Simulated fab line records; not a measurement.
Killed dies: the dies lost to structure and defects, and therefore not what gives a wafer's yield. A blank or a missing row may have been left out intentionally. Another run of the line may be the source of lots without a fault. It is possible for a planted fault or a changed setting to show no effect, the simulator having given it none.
A lot that was struck, set against a sound lot || flow n5_finfet || 15 out of 1938 route steps
Sound: wafers L623.1, L623.5, L623.6. Struck: wafers L641.2, L641.6 (left out: L641.1, a lot-mate that was not struck); the cause follows at the end.
Order at every step that has rows: each side's tool, ch and its chambers, its first start. Under that, the readings that differ: sound wafers || struck wafers || difference of the means || sigmas: that difference in standard deviations of wafers without a fault.
alike: a reading whose means differ by less than 2 such deviations, as well as words and numbers matching on both sides. not compared: withheld readings; readings where some wafer has no value; bounds like >300 that might hide an equal value; numbers whose values overlap and for which the record gives no deviation.
A row with sigmas, a row that says differs or no value, or rows on one side alone: a step with any of these is where the two part. When numbers do not overlap yet have no deviation, they are printed without sigmas and do not part them. Lack of a reading on every wafer of one side parts them only where that side has two or more wafers.

first, 3 steps without rows for these wafers: N5_MOL_CONTACT_COAG_CONTACT_ETCH_14 (etches SiO2 in C4F6/O2, target depth 27.5 nm, overetch 8.5 nm, time 20 s); N5_MOL_CONTACT_COAG_STRIP_109 (strips in C4F6/O2); N5_MOL_CONTACT_COAG_ETCH_15 (etches SiNx in CH3F/O2, stops on Si:P, target depth 7 nm).
N5_MOL_CONTACT_COAG_ETCH_110: etches Si in CF4/O2, target depth 2.5 nm, time 8 s.
  sound on rie_diel-06 ch 0,1,2, day 4 20:47; struck on rie_diel-04 ch 1,2, day 9 03:15
  alike: chamber_pressure_mTorr, drypump_motor_current_A, oes_product_au, rf_vpp_V, showerhead_plenum_p_Torr, throttle_valve_pct
  not compared: rf_hours_counter_h
N5_MOL_CONTACT_COAG_STRIP_98: strips in N2/H2.
  sound on rie_diel-06 ch 0,1,2, day 4 20:50; struck on rie_diel-04 ch 1,2, day 9 03:18
  alike: chamber_pressure_mTorr, drypump_motor_current_A, h2_flow_sccm, n2_flow_sccm, oes_product_au, rf_vpp_V, showerhead_plenum_p_Torr, throttle_valve_pct
  not compared: rf_hours_counter_h
N5_MOL_CONTACT_COAG_CD_MEAS_99: the cd target is 17.2 nm.
  sound: cd_sem-01 at day 4 20:55; struck: cd_sem-03 at day 9 03:22
  alike: cd_nm
then, 2 steps without rows for these wafers: N5_MOL_CONTACT_COAG_IMPLANT_129; N5_MOL_CONTACT_COAG_PRECLEAN_111 (cleans in NF3:NH3, afs cycles 1, time 20 s, sublimation time 60 s).
N5_MOL_CONTACT_COAG_TI_SIL_19: material Ti, target thk 4.2 nm, time 15 s.
  sound: pvd_sputter-03 at day 4 21:41; struck: pvd_sputter-03 at day 9 05:32
  alike: throttle_valve_pct
then, 1 step without rows for these wafers: N5_MOL_CONTACT_COAG_ALD_20 (deposits TiN, target thk 1.5 nm, pulse time 1 s, purge time 3 s).
N5_MOL_CONTACT_COAG_SIL_ANNEAL_21: time 60 s.
  sound on rtp_anneal-02 ch 0, day 4 22:11; struck on rtp_anneal-02 ch 0, day 9 06:02
  alike: lamp_power_pct, lamp_zone_2_pct, lamp_zone_7_pct, wafer_temp_C_max
then, 1 step without rows for these wafers: N5_MOL_CONTACT_COAG_PRE_CLEAN_141 (time 60 s).
N5_MOL_CONTACT_COAG_SPUTTER_143: material Co, target thk 2.5 nm.
  sound: pvd_sputter-01 at day 4 22:28; struck: pvd_sputter-03 at day 9 06:25
{"reading": "model.Co_of_MOL_CONTACT_COAG_SPUTTER_143.thk_nm (nm)", "sound": "2.4 2.4 2.6", "struck": "3.8 3.6", "difference": "+1.2", "sigmas": ""}
  alike: throttle_valve_pct
N5_MOL_CONTACT_COAG_CO_FILL_22: material Co, precursor CCTBA/H2, target thk 20 nm.
  sound on cvd_co-01 ch 0,1,2, day 4 22:35; struck on cvd_co-01 ch 1,2, day 9 06:32
  alike: heater_power_w
  not compared: since_wet_clean_h
-- here the record skips 3 days between the struck wafers' starts before and after, leaving off in module MOL_CONTACT_COAG and picking up in module BEOL_M4 (first step shown: number 1111 of the route) --
N5_BEOL_M4_RC_MEAS_101:
  sound on prober-01 ch 0, day 7 20:32; struck on prober-02 ch 0, day 11 23:56
  alike: DIBL_N, DIBL_P, IOFF_N, IOFF_P, ION_N, ION_P, SS_N, SS_P, VT_N, VT_P

## WHERE THEY PART
Nowhere in this record.

WHY: what the simulator had put in
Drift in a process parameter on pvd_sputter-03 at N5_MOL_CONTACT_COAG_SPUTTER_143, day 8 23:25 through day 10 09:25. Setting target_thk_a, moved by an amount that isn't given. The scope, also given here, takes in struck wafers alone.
